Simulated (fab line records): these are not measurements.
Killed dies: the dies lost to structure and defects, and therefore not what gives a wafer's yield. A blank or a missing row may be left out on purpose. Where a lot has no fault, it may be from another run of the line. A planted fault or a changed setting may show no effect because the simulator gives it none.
Split-lot trial / flow n5 finfet / 21 wafers read from 7 lots, route of 1938 steps

ABOUT THE SPLIT
At N5_ILD0_ALD_15 (deposits SiNx, target thk 24 nm, pulse time 1 s, ald cycles 480), the setting ald cycles was moved away from the recipe's 480 on 5 of the 21 wafers read, by -14.2% to -10.6%. This setting was run at the recipe's value on the other wafers.

The reading comes from the split's own step.

THE READING
SiNx_of_ILD0_ALD_15.thk nm (the simulator's own value, which no gauge read), in nm, at N5_ILD0_ALD_15 (deposits SiNx, target thk 24 nm, pulse time 1 s, ald cycles 480). The file does not state a usual value for it. Across the 16 wafers here that went through the recipe, the average is 24.1 nm and the standard deviation 0.12 nm.

wafer=L077.1; tool, chamber at the split=ald sin-02, 1,0; ald cycles as run=480; against the recipe=recipe; SiNx_of_ILD0_ALD_15.thk nm, nm=24; against lot-mates on the recipe=-
wafer=L077.5; tool, chamber at the split=ald sin-02, 1,0; ald cycles as run=480; against the recipe=recipe; SiNx_of_ILD0_ALD_15.thk nm, nm=24; against lot-mates on the recipe=-
wafer=L077.6; tool, chamber at the split=ald sin-02, 1; ald cycles as run=421; against the recipe=-12.3%; SiNx_of_ILD0_ALD_15.thk nm, nm=21; against lot-mates on the recipe=-3.0
wafer=L079.1; tool, chamber at the split=ald sin-02, 2,0; ald cycles as run=480; against the recipe=recipe; SiNx_of_ILD0_ALD_15.thk nm, nm=24; against lot-mates on the recipe=-
wafer=L079.4; tool, chamber at the split=ald sin-02, 2,0; ald cycles as run=480; against the recipe=recipe; SiNx_of_ILD0_ALD_15.thk nm, nm=24; against lot-mates on the recipe=-
wafer=L079.3; tool, chamber at the split=ald sin-02, 3; ald cycles as run=480; against the recipe=recipe; SiNx_of_ILD0_ALD_15.thk nm, nm=24.2; against lot-mates on the recipe=-
wafer=L082.1; tool, chamber at the split=ald sin-03, 2,3; ald cycles as run=480; against the recipe=recipe; SiNx_of_ILD0_ALD_15.thk nm, nm=24; against lot-mates on the recipe=-
wafer=L082.3; tool, chamber at the split=ald sin-03, 2,3; ald cycles as run=480; against the recipe=recipe; SiNx_of_ILD0_ALD_15.thk nm, nm=24; against lot-mates on the recipe=-
wafer=L082.6; tool, chamber at the split=ald sin-03, 2; ald cycles as run=480; against the recipe=recipe; SiNx_of_ILD0_ALD_15.thk nm, nm=24.2; against lot-mates on the recipe=-
wafer=L083.1; tool, chamber at the split=ald sin-01, 0,1; ald cycles as run=480; against the recipe=recipe; SiNx_of_ILD0_ALD_15.thk nm, nm=24; against lot-mates on the recipe=-
wafer=L083.5; tool, chamber at the split=ald sin-01, 0,1; ald cycles as run=480; against the recipe=recipe; SiNx_of_ILD0_ALD_15.thk nm, nm=24; against lot-mates on the recipe=-
wafer=L083.4; tool, chamber at the split=ald sin-01, 1; ald cycles as run=480; against the recipe=recipe; SiNx_of_ILD0_ALD_15.thk nm, nm=24.2; against lot-mates on the recipe=-
wafer=L086.1; tool, chamber at the split=ald sin-02, 0,2; ald cycles as run=412; against the recipe=-14.2%; SiNx_of_ILD0_ALD_15.thk nm, nm=20.4; against lot-mates on the recipe=-3.4
wafer=L086.3; tool, chamber at the split=ald sin-02, 0,2; ald cycles as run=412; against the recipe=-14.2%; SiNx_of_ILD0_ALD_15.thk nm, nm=20.4; against lot-mates on the recipe=-3.4
wafer=L086.2; tool, chamber at the split=ald sin-02, 1; ald cycles as run=480; against the recipe=recipe; SiNx_of_ILD0_ALD_15.thk nm, nm=23.8; against lot-mates on the recipe=-
wafer=L091.1; tool, chamber at the split=ald sin-03, 2,3,1; ald cycles as run=480; against the recipe=recipe; SiNx_of_ILD0_ALD_15.thk nm, nm=24.2; against lot-mates on the recipe=-
wafer=L091.2; tool, chamber at the split=ald sin-03, 2,3,1; ald cycles as run=480; against the recipe=recipe; SiNx_of_ILD0_ALD_15.thk nm, nm=24.2; against lot-mates on the recipe=-
wafer=L091.5; tool, chamber at the split=ald sin-03, 2,3,1; ald cycles as run=480; against the recipe=recipe; SiNx_of_ILD0_ALD_15.thk nm, nm=24.2; against lot-mates on the recipe=-
wafer=L095.3; tool, chamber at the split=ald sin-03, 2; ald cycles as run=429; against the recipe=-10.6%; SiNx_of_ILD0_ALD_15.thk nm, nm=21.4; against lot-mates on the recipe=-2.6
wafer=L095.4; tool, chamber at the split=ald sin-03, 0; ald cycles as run=429; against the recipe=-10.6%; SiNx_of_ILD0_ALD_15.thk nm, nm=21.2; against lot-mates on the recipe=-2.8
wafer=L095.5; tool, chamber at the split=ald sin-03, 2; ald cycles as run=480; against the recipe=recipe; SiNx_of_ILD0_ALD_15.thk nm, nm=24; against lot-mates on the recipe=-
Rows listing several chambers each stand for several wafers; the file does not say which wafer went through which chamber.

THE FIT
A straight line over all 21 wafers: SiNx_of_ILD0_ALD_15.thk nm changes by +0.257 nm for each +1% of ald cycles; r = +1.00; the points scatter about the line by 0.11 nm.
The same after taking each lot's own level away (the mean of its wafers on the recipe; 21 wafers): +0.245 nm for each +1%; r = +1.00; scatter 0.082 nm.
The reading moves by 3.5 nm for the largest change in ald cycles, on that fit.
The lots' own levels span 23.80 to 24.20 nm, that is 3.4 times the standard deviation above.
Hence the lot-to-lot level has little effect on the slope; both slopes agree.
Check: with one of the wafers moved furthest among these (-14.2%) left out of the fit, the line predicts -3.49 nm for it against its lot-mates. Against them it came out at -3.4 nm.

OTHER SPLITS ON THESE WAFERS
Note: prior to the reading, these wafers also went through further splits. Each is held against what the fit with the lots' levels taken away leaves over:
other split on the same wafers=N5_SD_EPI_N_PEB_07 peb time s; wafers away from the commonest value=6; r with SiNx_of_ILD0_ALD_15.thk nm (lot level and that fit taken away)=+0.19
other split on the same wafers=N5_SD_EPI_N_ETCH_45 target depth a; wafers away from the commonest value=8; r with SiNx_of_ILD0_ALD_15.thk nm (lot level and that fit taken away)=+0.21

FILE'S OWN FIT
SiNx_of_ILD0_ALD_15.thk nm changes by +0.245 nm for each +1% of ald cycles, r = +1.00.
